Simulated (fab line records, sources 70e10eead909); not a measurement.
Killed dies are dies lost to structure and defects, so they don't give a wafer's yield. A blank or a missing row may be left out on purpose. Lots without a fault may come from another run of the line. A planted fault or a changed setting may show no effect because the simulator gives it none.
Which tool did it? | flow nand_harc | 22 lots, 66 wafers sampled, at 6 steps of a route of 1302

WHAT THE GAUGES READ, wafer by wafer
The record holds no reading of a measuring or inspecting step that can be judged against a usual standard deviation.

WHICH TOOL RAN EACH LOT (tool, then ch and the chambers of the sampled wafers, then the start)
lot  | NHARC_A_SLIT_ETCH_15                          | NHARC_A_WL_FILL_STRIP_29           | NHARC_A_CONTACT_ETCH_50                       | NHARC_A_CONTACT_ETCH_117             | NHARC_A_CONTACT_ETCH_121             | NHARC_A_CONTACT_ETCH_96
L074 | rie_diel-08 ch 0,2,3, day 20 18:23 or earlier | rie_diel-03 ch 0,1,2, day 20 18:23 | rie_diel-06 ch 0,2,3, day 21 13:04 or earlier | har_cap_etch-03 ch 0,1, day 21 13:04 | har_cap_etch-03 ch 0,1, day 21 13:45 | rie_diel-01 ch 0,1,2, no start
L075 | rie_diel-10 ch 0,2,3, day 21 06:51 or earlier | rie_diel-03 ch 1,2,3, day 21 06:51 | rie_diel-06 ch 1,3, day 21 22:43              | har_cap_etch-03 ch 0,1, day 22 01:04 | har_cap_etch-03 ch 0,1, day 22 01:45 | rie_diel-06 ch 2,3, no start
L076 | rie_diel-08 ch 0,1,3, day 21 06:52 or earlier | rie_diel-13 ch 1,2,3, day 21 06:52 | rie_diel-01 ch 1,2,3, day 22 01:40 or earlier | har_cap_etch-02 ch 0,1, day 22 01:40 | har_cap_etch-02 ch 0,1, day 22 02:32 | rie_diel-06 ch 0,1,2, no start
L077 | rie_diel-05 ch 0,2,3, day 21 18:29 or earlier | rie_diel-13 ch 0,2,3, day 21 18:29 | rie_diel-01 ch 0,1,3, day 22 14:07 or earlier | har_cap_etch-03 ch 0,1, day 22 14:07 | har_cap_etch-03 ch 0,1, day 22 14:48 | rie_diel-04 ch 0,2,3, no start
L079 | rie_diel-10 ch 1,2,3, day 22 16:06 or earlier | rie_diel-03 ch 0,1,2, day 22 16:06 | rie_diel-01 ch 0,1,3, day 23 08:02 or earlier | har_cap_etch-01 ch 0,1, day 23 08:02 | har_cap_etch-01 ch 0,1, day 23 08:43 | rie_diel-01 ch 0,1,2, no start
L081 | rie_diel-05 ch 0,1, day 23 19:43 or earlier   | rie_diel-12 ch 0,3, day 23 19:43   | rie_diel-06 ch 0,3, day 24 15:32 or earlier   | har_cap_etch-02 ch 0,1, day 24 15:32 | har_cap_etch-02 ch 0,1, day 24 16:13 | rie_diel-04 ch 0,1,2, no start
L082 | rie_diel-10 ch 1,2, day 24 12:17 or earlier   | rie_diel-12 ch 2,3, day 24 12:17   | rie_diel-04 ch 0,2,3, day 25 07:52 or earlier | har_cap_etch-03 ch 0,1, day 25 07:52 | har_cap_etch-03 ch 0,1, day 25 08:33 | rie_diel-04 ch 0,1,2, no start
L083 | rie_diel-05 ch 1,2,3, day 24 12:15 or earlier | rie_diel-03 ch 0,1, day 24 12:15   | rie_diel-01 ch 1,2,3, day 25 06:46 or earlier | har_cap_etch-02 ch 0,1, day 25 06:46 | har_cap_etch-02 ch 0,1, day 25 07:27 | rie_diel-06 ch 0,2,3, no start
L084 | rie_diel-08 ch 0,3, day 25 11:19 or earlier   | rie_diel-13 ch 2,3, day 25 11:19   | rie_diel-01 ch 0,1,2, day 26 01:19 or earlier | har_cap_etch-02 ch 0,1, day 26 01:19 | har_cap_etch-02 ch 0,1, day 26 02:01 | rie_diel-01 ch 0,1, no start
L085 | rie_diel-10 ch 2,3, day 25 09:52 or earlier   | rie_diel-12 ch 1,2,3, day 25 09:52 | rie_diel-06 ch 0,2, day 26 01:16 or earlier   | har_cap_etch-01 ch 0,1, day 26 01:16 | har_cap_etch-01 ch 0,1, day 26 02:11 | rie_diel-04 ch 0,1, no start
L087 | rie_diel-05 ch 1,2,3, day 25 20:06 or earlier | rie_diel-13 ch 0,1, day 25 20:06   | rie_diel-04 ch 0,1,3, day 26 11:20 or earlier | har_cap_etch-02 ch 0,1, day 26 11:20 | har_cap_etch-02 ch 0,1, day 26 12:00 | rie_diel-04 ch 0,1,2, no start
L088 | rie_diel-10 ch 2,3, day 26 01:06 or earlier   | rie_diel-03 ch 0,2,3, day 26 01:06 | rie_diel-06 ch 1,2,3, day 26 21:26 or earlier | har_cap_etch-01 ch 0,1, day 26 21:26 | har_cap_etch-01 ch 0,1, day 26 22:07 | rie_diel-06 ch 1,3, no start
L086 | rie_diel-08 ch 1,2,3, day 26 03:11 or earlier | rie_diel-13 ch 0,1,3, day 26 03:11 | rie_diel-04 ch 1,2, day 26 21:40 or earlier   | har_cap_etch-02 ch 0,1, day 26 21:40 | har_cap_etch-02 ch 0,1, day 26 22:21 | rie_diel-01 ch 1,2,3, no start
L089 | rie_diel-08 ch 0,1,2, day 26 02:43 or earlier | rie_diel-03 ch 0,2,3, day 26 02:43 | rie_diel-04 ch 1,2,3, day 27 01:31 or earlier | har_cap_etch-03 ch 0,1, day 27 01:31 | har_cap_etch-03 ch 0,1, day 27 02:11 | rie_diel-06 ch 0,2,3, no start
L091 | rie_diel-05 ch 1,3, day 27 12:56 or earlier   | rie_diel-12 ch 0,1, day 27 12:56   | rie_diel-04 ch 0,2,3, day 28 04:49 or earlier | har_cap_etch-02 ch 1, day 28 04:49   | har_cap_etch-02 ch 1, day 28 05:29   | rie_diel-04 ch 0,3, no start
L090 | rie_diel-08 ch 0,1,3, day 27 13:59 or earlier | rie_diel-13 ch 0,1,3, day 27 13:59 | rie_diel-01 ch 0,2,3, day 28 05:43 or earlier | har_cap_etch-03 ch 0,1, day 28 05:43 | har_cap_etch-03 ch 0,1, day 28 06:23 | rie_diel-04 ch 0,1,2, no start
L092 | rie_diel-10 ch 0,1,3, day 28 02:40 or earlier | rie_diel-03 ch 2,3, day 28 02:40   | rie_diel-01 ch 0,2, day 28 18:49 or earlier   | har_cap_etch-03 ch 0,1, day 28 18:49 | har_cap_etch-03 ch 0,1, day 28 19:29 | rie_diel-04 ch 0,2, no start
L094 | rie_diel-08 ch 0,1,2, day 28 14:23 or earlier | rie_diel-12 ch 0,1,2, day 28 14:23 | rie_diel-01 ch 1,2,3, day 29 07:17 or earlier | har_cap_etch-01 ch 0,1, day 29 07:17 | har_cap_etch-01 ch 0,1, day 29 07:58 | rie_diel-01 ch 1,2,3, no start
L093 | rie_diel-05 ch 0,3, day 28 14:24 or earlier   | rie_diel-13 ch 0,2, day 28 14:24   | rie_diel-04 ch 0,1, day 29 06:58 or earlier   | har_cap_etch-03 ch 0,1, day 29 06:58 | har_cap_etch-03 ch 0,1, day 29 07:39 | rie_diel-04 ch 2,3, no start
L096 | rie_diel-05 ch 1,2, day 29 12:19 or earlier   | rie_diel-03 ch 1,3, day 29 12:19   | rie_diel-04 ch 1,2, day 30 04:39 or earlier   | har_cap_etch-03 ch 0,1, day 30 04:39 | har_cap_etch-03 ch 0,1, day 30 05:20 | rie_diel-04 ch 0,1,3, no start
L095 | rie_diel-08 ch 1,3, day 29 12:18 or earlier   | rie_diel-13 ch 1,2, day 29 12:18   | rie_diel-04 ch 0,2, day 30 03:22 or earlier   | har_cap_etch-01 ch 1, day 30 03:22   | har_cap_etch-01 ch 1, day 30 04:02   | rie_diel-04 ch 0,1,2, no start
L097 | rie_diel-08 ch 0,2, day 31 05:10 or earlier   | rie_diel-12 ch 2,3, day 31 05:10   | rie_diel-04 ch 0,2,3, day 31 21:18 or earlier | har_cap_etch-01 ch 1, day 31 21:18   | har_cap_etch-01 ch 1, day 31 21:59   | rie_diel-06 ch 0,1,3, no start
- NHARC_A_SLIT_ETCH_15: etches the open film in O2/COS, target depth 6200 nm, time 1612 s.
- NHARC_A_WL_FILL_STRIP_29: strips in O2, time 20 s.
- NHARC_A_CONTACT_ETCH_50: etches the open film in CF4/CHF3, target depth 121 nm, time 60.5 s.
- NHARC_A_CONTACT_ETCH_117: etches the open film in C4F8/O2/Ar, time 190 s, target depth 1850 nm.
- NHARC_A_CONTACT_ETCH_121: etches the open film in C4F8/O2/Ar, time 190 s, target depth 1850 nm.
- NHARC_A_CONTACT_ETCH_96: etches the open film in C4F6/O2, target depth 20 nm, time 10 s.

WHAT THE TOOLS THEMSELVES READ (means of the sampled wafers that have a number; where no wafer has one, the mark that the record gives instead)
NHARC_A_SLIT_ETCH_15.
lot  | tool        | drypump_motor_current_A (A) | mfc_ar_sccm (sccm) | oes_product_au (a.u.) | rf_vpp_V (V) | showerhead_plenum_p_Torr (Torr) | throttle_valve_pct (%)
L074 | rie_diel-08 | 5.4                         | 0.014              | 0.989                 | 314.6        | 3.15                            | 28.335
L075 | rie_diel-10 | 5.6                         | 0.000              | 1.001                 | 316.3        | 3.25                            | 28.332
L076 | rie_diel-08 | 5.5                         | 0.014              | 1.004                 | 313.9        | 3.12                            | 28.326
L077 | rie_diel-05 | 5.9                         | 0.031              | 0.998                 | 317.0        | 3.25                            | 28.330
L079 | rie_diel-10 | 5.2                         | 0.000              | 1.005                 | 315.6        | 3.20                            | 28.325
L081 | rie_diel-05 | 5.4                         | 0.009              | 0.993                 | 316.6        | 3.27                            | 28.319
L082 | rie_diel-10 | 5.3                         | 0.000              | 1.004                 | 313.2        | 3.07                            | 28.330
L083 | rie_diel-05 | 5.7                         | 0.023              | 0.992                 | 317.7        | 3.32                            | 28.325
L084 | rie_diel-08 | 5.2                         | 0.020              | 1.001                 | 313.2        | 3.08                            | 28.325
L085 | rie_diel-10 | 5.1                         | 0.000              | 1.001                 | 316.6        | 3.33                            | 28.320
L087 | rie_diel-05 | 5.7                         | 0.023              | 1.000                 | 317.5        | 3.32                            | 28.324
L088 | rie_diel-10 | 5.1                         | 0.000              | 1.012                 | 317.1        | 3.32                            | 28.342
L086 | rie_diel-08 | 5.8                         | 0.008              | 0.993                 | 315.2        | 3.19                            | 28.330
L089 | rie_diel-08 | 5.7                         | 0.006              | 0.999                 | 314.8        | 3.14                            | 28.328
L091 | rie_diel-05 | 5.8                         | 0.020              | 1.008                 | 317.2        | 3.30                            | 28.339
L090 | rie_diel-08 | 5.5                         | 0.014              | 0.998                 | 314.0        | 3.12                            | 28.332
L092 | rie_diel-10 | 5.8                         | 0.000              | 1.005                 | 314.7        | 3.11                            | 28.329
L094 | rie_diel-08 | 5.7                         | 0.006              | 0.999                 | 314.2        | 3.14                            | 28.333
L093 | rie_diel-05 | 6.1                         | 0.029              | 1.004                 | 315.4        | 3.24                            | 28.326
L096 | rie_diel-05 | 5.5                         | 0.025              | 1.013                 | 317.1        | 3.33                            | 28.329
L095 | rie_diel-08 | 5.9                         | 0.008              | 1.001                 | 314.5        | 3.15                            | 28.323
L097 | rie_diel-08 | 5.5                         | 0.006              | 1.008                 | 314.4        | 3.17                            | 28.323

NHARC_A_WL_FILL_STRIP_29.
lot  | tool        | drypump_motor_current_A (A) | mfc_ar_sccm (sccm) | oes_product_au (a.u.) | rf_vpp_V (V) | showerhead_plenum_p_Torr (Torr) | throttle_valve_pct (%)
L074 | rie_diel-03 | 5.3                         | 0.020              | 0.997                 | 57.5         | 3.43                            | 17.033
L075 | rie_diel-03 | 5.7                         | 0.013              | 0.997                 | 57.5         | 3.45                            | 17.032
L076 | rie_diel-13 | 6.1                         | 0.002              | 1.006                 | 58.4         | 3.45                            | 17.038
L077 | rie_diel-13 | 6.1                         | 0.000              | 1.014                 | 58.4         | 3.50                            | 17.035
L079 | rie_diel-03 | 5.3                         | 0.020              | 0.998                 | 57.7         | 3.43                            | 17.040
L081 | rie_diel-12 | 6.1                         | 0.009              | 0.992                 | 57.5         | 3.47                            | 17.036
L082 | rie_diel-12 | 6.0                         | 0.009              | 0.988                 | 57.5         | 3.44                            | 17.035
L083 | rie_diel-03 | 5.1                         | 0.013              | 1.005                 | 57.7         | 3.45                            | 17.039
L084 | rie_diel-13 | 6.2                         | 0.000              | 1.001                 | 57.6         | 3.41                            | 17.037
L085 | rie_diel-12 | 5.8                         | 0.017              | 0.995                 | 57.1         | 3.59                            | 17.029
L087 | rie_diel-13 | 6.2                         | 0.004              | 0.999                 | 57.7         | 3.59                            | 17.040
L088 | rie_diel-03 | 5.6                         | 0.020              | 0.995                 | 57.9         | 3.47                            | 17.039
L086 | rie_diel-13 | 6.3                         | 0.002              | 0.999                 | 57.5         | 3.55                            | 17.023
L089 | rie_diel-03 | 5.6                         | 0.020              | 1.005                 | 57.1         | 3.47                            | 17.042
L091 | rie_diel-12 | 5.8                         | 0.024              | 1.006                 | 58.9         | 3.76                            | 17.027
L090 | rie_diel-13 | 6.3                         | 0.002              | 1.006                 | 57.8         | 3.55                            | 17.034
L092 | rie_diel-03 | 5.8                         | 0.026              | 1.006                 | 57.7         | 3.45                            | 17.035
L094 | rie_diel-12 | 5.7                         | 0.012              | 0.984                 | 58.6         | 3.74                            | 17.036
L093 | rie_diel-13 | 6.0                         | 0.000              | 0.995                 | 58.3         | 3.57                            | 17.033
L096 | rie_diel-03 | 5.8                         | 0.000              | 1.005                 | 57.6         | 3.49                            | 17.043
L095 | rie_diel-13 | 5.8                         | 0.002              | 0.998                 | 57.0         | 3.41                            | 17.040
L097 | rie_diel-12 | 6.0                         | 0.009              | 0.986                 | 57.0         | 3.44                            | 17.045

NHARC_A_CONTACT_ETCH_50.
lot  | tool        | drypump_motor_current_A (A) | mfc_ar_sccm (sccm) | oes_product_au (a.u.) | rf_vpp_V (V) | showerhead_plenum_p_Torr (Torr) | throttle_valve_pct (%)
L074 | rie_diel-06 | 5.8                         | 0.005              | 0.931                 | 373.6        | 1.66                            | 16.804
L075 | rie_diel-06 | 5.8                         | 0.011              | 1.002                 | 373.8        | 1.67                            | 16.805
L076 | rie_diel-01 | 6.0                         | 0.011              | 0.930                 | 369.2        | 1.55                            | 16.799
L077 | rie_diel-01 | 5.7                         | 0.013              | 0.927                 | 369.5        | 1.53                            | 16.813
L079 | rie_diel-01 | 5.8                         | 0.013              | 0.922                 | 367.8        | 1.53                            | 16.788
L081 | rie_diel-06 | 6.1                         | 0.005              | 0.922                 | 372.6        | 1.64                            | 16.812
L082 | rie_diel-04 | 6.2                         | 0.021              | 0.966                 | 369.2        | 1.54                            | 16.805
L083 | rie_diel-01 | 5.9                         | 0.011              | 0.958                 | 368.5        | 1.54                            | 16.797
L084 | rie_diel-01 | 5.7                         | 0.018              | 0.971                 | 370.5        | 1.55                            | 16.804
L085 | rie_diel-06 | 5.9                         | 0.000              | 0.929                 | 371.3        | 1.64                            | 16.809
L087 | rie_diel-04 | 6.3                         | 0.010              | 0.952                 | 371.0        | 1.60                            | 16.812
L088 | rie_diel-06 | 5.7                         | 0.005              | 0.923                 | 373.8        | 1.66                            | 16.805
L086 | rie_diel-04 | 6.5                         | 0.011              | 0.956                 | 372.2        | 1.63                            | 16.807
L089 | rie_diel-04 | 6.4                         | 0.011              | 0.972                 | 370.5        | 1.59                            | 16.795
L091 | rie_diel-04 | 6.2                         | 0.021              | 0.959                 | 369.8        | 1.53                            | 16.805
L090 | rie_diel-01 | 5.8                         | 0.013              | 0.920                 | 368.7        | 1.51                            | 16.802
L092 | rie_diel-01 | 5.6                         | 0.020              | 0.969                 | 368.8        | 1.52                            | 16.803
L094 | rie_diel-01 | 6.0                         | 0.011              | 0.910                 | 368.9        | 1.53                            | 16.804
L093 | rie_diel-04 | 6.3                         | 0.010              | 0.960                 | 372.1        | 1.63                            | 16.799
L096 | rie_diel-04 | 6.4                         | 0.022              | 0.940                 | 371.1        | 1.57                            | 16.811
L095 | rie_diel-04 | 6.0                         | 0.030              | 0.949                 | 368.8        | 1.51                            | 16.813
L097 | rie_diel-04 | 6.2                         | 0.021              | 0.977                 | 370.2        | 1.53                            | 16.804

NHARC_A_CONTACT_ETCH_96.
lot  | tool        | c4f6_flow_sccm (sccm) | drypump_motor_current_A (A) | mfc_ar_sccm (sccm) | oes_product_au (a.u.) | rf_vpp_V (V) | showerhead_plenum_p_Torr (Torr) | throttle_valve_pct (%)
L074 | rie_diel-01 | 25.08                 | 5.7                         | 500.5              | 0.953                 | 545          | 3.87                            | 26.896
L075 | rie_diel-06 | 24.98                 | 5.5                         | 499.7              | 0.998                 | 552          | 4.17                            | 26.906
L076 | rie_diel-06 | 25.00                 | 5.8                         | 498.8              | 1.002                 | 551          | 4.12                            | 26.896
L077 | rie_diel-04 | 25.09                 | 6.2                         | 498.9              | 1.000                 | 544          | 3.84                            | 26.901
L079 | rie_diel-01 | 24.99                 | 5.7                         | 500.7              | 0.964                 | 546          | 3.87                            | 26.906
L081 | rie_diel-04 | 24.96                 | 6.3                         | 499.4              | 0.995                 | 547          | 3.92                            | 26.899
L082 | rie_diel-04 | 24.96                 | 6.3                         | 500.4              | 0.936                 | 547          | 3.92                            | 26.893
L083 | rie_diel-06 | 25.01                 | 5.8                         | 499.4              | 0.945                 | 551          | 4.12                            | 26.904
L084 | rie_diel-01 | 24.98                 | 5.5                         | 499.4              | 0.943                 | 546          | 3.88                            | 26.904
L085 | rie_diel-04 | 25.05                 | 6.1                         | 500.3              | 0.994                 | 546          | 3.93                            | 26.903
L087 | rie_diel-04 | 25.02                 | 6.3                         | 499.3              | 0.915                 | 548          | 3.92                            | 26.912
L088 | rie_diel-06 | 25.05                 | 5.8                         | 500.2              | 0.949                 | 550          | 4.13                            | 26.903
L086 | rie_diel-01 | 25.03                 | 6.0                         | 499.8              | 0.993                 | 545          | 3.83                            | 26.908
L089 | rie_diel-06 | 25.04                 | 5.8                         | 499.7              | 0.944                 | 551          | 4.11                            | 26.913
L091 | rie_diel-04 | 24.99                 | 6.3                         | 500.3              | 0.953                 | 546          | 3.89                            | 26.905
L090 | rie_diel-04 | 24.94                 | 6.3                         | 499.7              | 0.991                 | 547          | 3.91                            | 26.910
L092 | rie_diel-04 | 25.01                 | 6.2                         | 497.8              | 0.995                 | 544          | 3.77                            | 26.898
L094 | rie_diel-01 | 25.02                 | 6.0                         | 500.7              | 0.940                 | 545          | 3.82                            | 26.898
L093 | rie_diel-04 | 24.92                 | 6.3                         | 499.7              | 0.948                 | 545          | 3.82                            | 26.897
L096 | rie_diel-04 | 25.04                 | 6.3                         | 500.2              | 0.931                 | 548          | 3.97                            | 26.906
L095 | rie_diel-04 | 24.97                 | 6.3                         | 499.5              | 0.950                 | 547          | 3.91                            | 26.902
L097 | rie_diel-06 | 24.99                 | 6.0                         | 501.4              | 1.001                 | 550          | 4.07                            | 26.900

THE ANSWER, worked out from the rows above alone
Rule: what is usual is taken from the lots themselves. Put in order of their means at a reading, lots are off if they are a third of the lots or fewer, leave a main group of 4 or more, and stand apart from it by a gap of 3 or more times the standard deviation of the main group's means; of several such gaps the widest counts. A main group whose means are all the same, to the digits that the tables above print for the reading, isn't used. A lot without any number at a reading at which 4 lots or more have one is off too. The other lots that the step has rows for count as sound. The gauges are gone through in route order, then the tools' own readings, and for those a lot's mean is taken as printed above. The first step at which some lot is off is used, and at that step the reading that is off furthest; a lot without a number counts as furthest.
No lot is off at any reading shown: from this, nothing can be told.

WHAT THE SIMULATOR HAD PUT IN
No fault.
